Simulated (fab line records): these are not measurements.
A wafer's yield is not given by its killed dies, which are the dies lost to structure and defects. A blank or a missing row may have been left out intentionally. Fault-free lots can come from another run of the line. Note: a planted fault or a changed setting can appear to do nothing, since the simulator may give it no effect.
Comparing a struck lot with a sound one -- flow n5-finfet -- 19 steps out of a route of 1938
Sound: wafers L694.2, L694.4, L694.5. Struck: wafer L708.4. (L708.5 of the same lot was not struck and is left out.) The cause comes at the end.
For every step that has rows: the tool of each side, followed by ch and its chambers, followed by its first start. Under that, the readings that differ: sound wafers -- struck wafers -- difference of the means -- sigmas: that difference in standard deviations of wafers without a fault.
alike: readings with means less than 2 such deviations apart, plus words and numbers identical on both sides. not compared: withheld readings, readings lacking a value on some wafer, bounds such as >300 that could conceal the same value, and numbers that have no deviation in the record and whose values overlap.
A row with sigmas, a row that says differs or no value, or rows on one side alone: a step with any of these is where the two part. Numbers that don't overlap but have no deviation are shown without sigmas and don't part them. Lack of a reading on every wafer of one side parts them only where that side has two or more wafers.

first, 2 steps without rows for these wafers: N5_BEOL_M14_ETCH_68 (etches SOC in N2/H2, time 450 s); N5_BEOL_M14_STRIP_69 (strips in N2/H2).
N5_BEOL_M14_TRENCH_ETCH_34: etches SiO2 in C4F8/O2/Ar, target depth 556.65 nm, time 126.9 s.
  sound on rie-diel-06 ch 0,2, day 12 09:10; struck on rie-diel-06 ch 3, day 15 22:23
reading,sound,struck,difference,sigmas
showerhead-plenum-p-Torr (Torr),3.53 3.38 3.38,3.62,+0.19,+2
  alike: drypump-motor-current-A, oes_f_703_au, oes-product-au, rf-vpp-V, throttle-valve-pct
  not compared: rf-hours-counter-h
then, 1 step without rows for these wafers: N5_BEOL_M14_STRIP_70 (strips in C4F8/O2/Ar).
N5_BEOL_M14_OCD_MEAS_35:
  sound on ocd-01, day 12 09:19; struck on ocd-01, day 15 22:32
reading,sound,struck,difference,sigmas
trench-depth-nm (nm),552 569 571,534,-30,-2
then, 1 step without rows for these wafers: N5_BEOL_M14_STRIP_37 (strips in O2).
N5_BEOL_M14_ETCH_38: etches SiCN in CF4/N2, target depth 106.5 nm, time 120.6 s.
  sound: rie-diel-03 ch 0,2; struck: rie-diel-03 ch 0
  alike: drypump-motor-current-A, oes-product-au, rf-vpp-V, showerhead-plenum-p-Torr, throttle-valve-pct
  not compared: rf-hours-counter-h
then, 4 steps without rows for these wafers: N5_BEOL_M14_PRECLEAN_39 (cleans in residue remover, time 60 s); N5_BEOL_M14_SRD_40 (time 30 s, dry time 30 s); N5_BEOL_M14_DEGAS_41 (time 60 s); N5_BEOL_M14_PRE_CLEAN_42 (time 30 s).
N5_BEOL_M14_SPUTTER_43: material TaN, target thk 15 nm, time 24.19 s.
  sound on pvd-sputter-01, day 12 10:45; struck on pvd-sputter-02, day 15 23:32
  alike: throttle-valve-pct
N5_BEOL_M14_SPUTTER_44: material Ta, target thk 15 nm, time 24.19 s.
  sound on pvd-sputter-01, day 12 10:50; struck on pvd-sputter-02, day 15 23:37
reading,sound,struck,difference,sigmas
model.Ta_of_BEOL_M14_SPUTTER_44.thk-nm (nm),15 15.2 14.8,8,-7,
  alike: throttle-valve-pct
N5_BEOL_M14_SPUTTER_45: material Cu, target thk 100 nm, time 16.67 s.
  sound on pvd-sputter-01, day 12 10:55; struck on pvd-sputter-02, day 15 23:42
  alike: throttle-valve-pct
then, 1 step without rows for these wafers: N5_BEOL_M14_ECD_47 (material Cu, target thk 1248 nm).
N5_BEOL_M14_ANNEAL_48: time 90 s.
  sound on rtp-anneal-01 ch 0, day 12 12:08; struck on rtp-anneal-02 ch 0, day 16 00:09
  alike: wafer_temp_C_max
N5_BEOL_M14_CMP_49: polishes, stops on SiO2, t overpolish 5.2 s, target thk 560 nm.
  sound on cmp-02 ch 2,3, day 12 12:30; struck on cmp-03 ch 1, day 16 00:19
reading,sound,struck,difference,sigmas
barrier-field-endpoint-s (s),11.3 11.4 11.1,8.9,-2.4,-8
  alike: motor-current-A
N5_BEOL_M14_THK_MEAS_50: measures by xrf.
  sound on film-metro-02, day 12 12:46; struck on film-metro-02, day 16 00:36
  alike: M14_THK
N5_PASSIVATION_PROBE_49:
  sound on prober-01, day 13 15:03; struck on prober-01, day 17 01:49
  alike: defect-limited-yield, killed_at_M0_to_M3, killed_at_M4_up, killed-at-contacts, killed-at-front-end, killed-at-other, killed-dies, killed-open, killed-short, sort_bin_5_function, sort_bin_6_memory, sort_bin_8_speed, sort-n-pass, sort-yield-pct

WHERE THEY PART
Earliest at N5_BEOL_M14_TRENCH_ETCH_34; latest, in this record, at N5_BEOL_M14_CMP_49. Later steps at which nothing parts them and some readings are alike: N5_BEOL_M14_THK_MEAS_50, N5_PASSIVATION_PROBE_49.

WHY: the cause the simulator had injected
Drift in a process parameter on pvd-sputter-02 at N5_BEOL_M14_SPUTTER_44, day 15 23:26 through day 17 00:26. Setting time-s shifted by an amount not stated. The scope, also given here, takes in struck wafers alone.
